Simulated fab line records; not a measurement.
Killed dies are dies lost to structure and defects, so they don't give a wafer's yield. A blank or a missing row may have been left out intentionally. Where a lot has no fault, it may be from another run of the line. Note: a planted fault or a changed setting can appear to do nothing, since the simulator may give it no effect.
What tool caused it? + flow n5Finfet + 10 lots, 30 wafers sampled, at 5 steps of a route of 1938

WHAT THE GAUGES READ, wafer by wafer
N5_PASSIVATION_INSPECT_57: inspects for defects (macro).
| lot  | measured     | on               | rawDefectCount |
|------|--------------|------------------|----------------|
| L272 | day 13 04:57 | defectInspect-02 | 2 0 1          |
| L271 | day 13 00:19 | defectInspect-01 | 3 1 2          |
| L273 | day 13 14:18 | defectInspect-01 | 0 4 4          |
| L276 | day 13 20:19 | defectInspect-02 | 1 3 4          |
| L283 | day 16 01:10 | defectInspect-01 | 0 2 4          |
| L284 | day 16 15:40 | defectInspect-02 | 4 2 2          |
| L287 | day 16 16:32 | defectInspect-02 | 4 3 3          |
| L290 | day 17 12:32 | defectInspect-02 | 2 2 5          |
| L293 | day 18 21:58 | defectInspect-01 | 3 2 1          |
| L294 | day 20 14:39 | defectInspect-02 | 1 3 1          |

WHICH TOOL RAN EACH LOT (tool, then ch and the chambers of the sampled wafers, then the start)
| lot  | N5_BEOL_M8_PECVD_70             | N5_PASSIVATION_ETCH_54            | N5_PASSIVATION_STRIP_48           | N5_PASSIVATION_PROBE_49 |
|------|---------------------------------|-----------------------------------|-----------------------------------|-------------------------|
| L272 | pecvd-01 ch 1,2, day 10 01:13   | rieDiel-04 ch 1,2,3, day 13 01:46 | rieDiel-04 ch 1,2,3, day 13 02:03 | -                       |
| L271 | pecvd-01 ch 0,1,2, day 10 02:34 | rieDiel-04 ch 1,2,3, day 12 21:07 | rieDiel-04 ch 1,2,3, day 12 21:24 | -                       |
| L273 | pecvd-01 ch 0,1, day 10 08:58   | rieDiel-02 ch 0,1,2, day 13 11:07 | rieDiel-02 ch 0,1,2, day 13 11:25 | prober-02, day 13 13:56 |
| L276 | pecvd-01 ch 0,2, day 10 17:40   | rieDiel-04 ch 1,2,3, day 13 17:09 | rieDiel-04 ch 1,2,3, day 13 17:26 | -                       |
| L283 | pecvd-03 ch 0,1,2, day 13 08:49 | rieDiel-04 ch 0,2,3, day 15 22:01 | rieDiel-04 ch 0,2,3, day 15 22:19 | -                       |
| L284 | pecvd-01 ch 1,2, day 13 15:37   | rieDiel-04 ch 0,1, day 16 12:32   | rieDiel-04 ch 0,1, day 16 12:49   | prober-01, day 16 15:25 |
| L287 | pecvd-03 ch 0,2, day 13 17:10   | rieDiel-02 ch 0,2,3, day 16 13:23 | rieDiel-02 ch 0,2,3, day 16 13:41 | -                       |
| L290 | pecvd-02 ch 0, day 14 19:37     | rieDiel-04 ch 0,1,2, day 17 09:24 | rieDiel-04 ch 0,1,2, day 17 09:41 | -                       |
| L293 | pecvd-03 ch 0,2, day 16 01:20   | rieDiel-01 ch 2,3, day 18 18:50   | rieDiel-01 ch 2,3, day 18 19:07   | -                       |
| L294 | pecvd-03 ch 0,1,2, day 17 06:42 | rieDiel-02 ch 0,1,3, day 20 11:31 | rieDiel-02 ch 0,1,3, day 20 11:48 | -                       |
- N5_BEOL_M8_PECVD_70: deposits SiO2 from TEOS/O2, target thk 20 nm, time 22.7 s.
- N5_PASSIVATION_ETCH_54: etches SiO2 in CHF3/O2, target depth 880 nm, time 440 s.
- N5_PASSIVATION_STRIP_48: strips in O2.
- N5_PASSIVATION_PROBE_49

WHAT THE TOOLS THEMSELVES READ (means of the sampled wafers that have a number; where no wafer has one, the mark that the record gives instead)
N5_BEOL_M8_PECVD_70.
| lot  | tool     | heaterPowerW (W) | showerheadPlenumPTorr (Torr) | throttleValvePct (%) |
|------|----------|------------------|------------------------------|----------------------|
| L272 | pecvd-01 | 744              | 8.80                         | 22.0                 |
| L271 | pecvd-01 | 703              | 8.77                         | 22.2                 |
| L273 | pecvd-01 | 756              | 8.75                         | 22.4                 |
| L276 | pecvd-01 | 769              | 8.81                         | 21.9                 |
| L283 | pecvd-03 | 745              | 8.81                         | 22.3                 |
| L284 | pecvd-01 | 660              | 8.78                         | 22.4                 |
| L287 | pecvd-03 | 718              | 8.79                         | 22.2                 |
| L290 | pecvd-02 | 759              | 8.79                         | 21.5                 |
| L293 | pecvd-03 | 750              | 8.83                         | 22.3                 |
| L294 | pecvd-03 | 783              | 8.79                         | 22.4                 |

N5_PASSIVATION_ETCH_54.
| lot  | tool       | O2_flow_sccm (sccm) | drypumpMotorCurrentA (A) | oesProductAu (a.u.) | rfVppV (V) | showerheadPlenumPTorr (Torr) | throttleValvePct (%) |
|------|------------|---------------------|--------------------------|---------------------|------------|------------------------------|----------------------|
| L272 | rieDiel-04 | 5.015               | 6.0                      | 0.73                | 513        | 2.40                         | 18.87                |
| L271 | rieDiel-04 | 5.012               | 6.0                      | 0.73                | 512        | 2.41                         | 18.87                |
| L273 | rieDiel-02 | 4.999               | 5.6                      | 0.79                | 517        | 2.42                         | 18.79                |
| L276 | rieDiel-04 | 5.009               | 6.0                      | 0.72                | 512        | 2.40                         | 18.87                |
| L283 | rieDiel-04 | 4.996               | 5.8                      | 0.76                | 523        | 2.42                         | 18.74                |
| L284 | rieDiel-04 | 4.995               | 5.9                      | 0.85                | 525        | 2.49                         | 18.60                |
| L287 | rieDiel-02 | 4.999               | 5.6                      | 0.90                | 517        | 2.47                         | 18.55                |
| L290 | rieDiel-04 | 4.982               | 6.0                      | 0.83                | 517        | 2.43                         | 18.67                |
| L293 | rieDiel-01 | 5.024               | 5.9                      | 0.77                | 531        | 2.52                         | 18.74                |
| L294 | rieDiel-02 | 5.002               | 5.6                      | 0.80                | 521        | 2.37                         | 18.61                |

N5_PASSIVATION_STRIP_48.
| lot  | tool       | drypumpMotorCurrentA (A) | oesProductAu (a.u.) | rfVppV (V) | showerheadPlenumPTorr (Torr) | throttleValvePct (%) |
|------|------------|--------------------------|---------------------|------------|------------------------------|----------------------|
| L272 | rieDiel-04 | 6.0                      | 0.72                | 3.8        | 2.07                         | 16.64                |
| L271 | rieDiel-04 | 6.0                      | 0.74                | 3.1        | 2.07                         | 16.66                |
| L273 | rieDiel-02 | 5.6                      | 0.81                | 1.2        | 2.10                         | 16.58                |
| L276 | rieDiel-04 | 6.0                      | 0.72                | 2.4        | 2.07                         | 16.63                |
| L283 | rieDiel-04 | 5.8                      | 0.75                | 1.9        | 2.09                         | 16.59                |
| L284 | rieDiel-04 | 6.0                      | 0.85                | 2.0        | 2.17                         | 16.47                |
| L287 | rieDiel-02 | 5.6                      | 0.90                | 3.5        | 2.13                         | 16.34                |
| L290 | rieDiel-04 | 6.0                      | 0.83                | 5.0        | 2.10                         | 16.54                |
| L293 | rieDiel-01 | 5.9                      | 0.76                | 2.7        | 2.20                         | 16.67                |
| L294 | rieDiel-02 | 5.5                      | 0.80                | 2.1        | 2.05                         | 16.42                |

N5_PASSIVATION_PROBE_49.
| lot  | tool      | defectLimitedYield (%) | killed_at_M0_to_M3 | killed_at_M4_up | killedAtContacts | killedAtFrontEnd | killedAtOther | killedDies | killedOnRim | killedOpen | killedShort | sort_bin_5_function (%) | sort_bin_6_memory (%) | sortNPass | sortYieldPct (%) |
|------|-----------|------------------------|--------------------|-----------------|------------------|------------------|---------------|------------|-------------|------------|-------------|-------------------------|-----------------------|-----------|------------------|
| L273 | prober-02 | 91.1                   | 24                 | 19              | 15               | 42               | 5.7           | 105        | 16          | 70         | 30          | 5.4                     | 3.1                   | 1075      | 91.1             |
| L284 | prober-01 | 88.9                   | 29                 | 25              | 16               | 56               | 4.0           | 131        | 28          | 79         | 40          | 6.1                     | 3.9                   | 1049      | 88.9             |

THE ANSWER, worked out from the rows above alone
Rule: the lots themselves supply what counts as usual. Put in order of their means at a reading, lots are off if they are a third of the lots or fewer, leave a main group of 4 or more, and stand apart from it by a gap of 3 or more times the standard deviation of the main group's means; of several such gaps the widest counts. If all means in a main group match to the digits the tables above print for the reading, that group is not used. A lot without any number at a reading at which 4 lots or more have one is off too. All remaining lots with rows at the step are treated as sound. The gauges are gone through in route order, then the tools' own readings, and for those a lot's mean is taken as printed above. At the first step where some lot is off, the reading lying furthest off is the one used; lots without a number count as furthest.
Nothing can be told from this: no lot is off at any reading shown.

WHAT HAD BEEN PUT IN BY THE SIMULATOR
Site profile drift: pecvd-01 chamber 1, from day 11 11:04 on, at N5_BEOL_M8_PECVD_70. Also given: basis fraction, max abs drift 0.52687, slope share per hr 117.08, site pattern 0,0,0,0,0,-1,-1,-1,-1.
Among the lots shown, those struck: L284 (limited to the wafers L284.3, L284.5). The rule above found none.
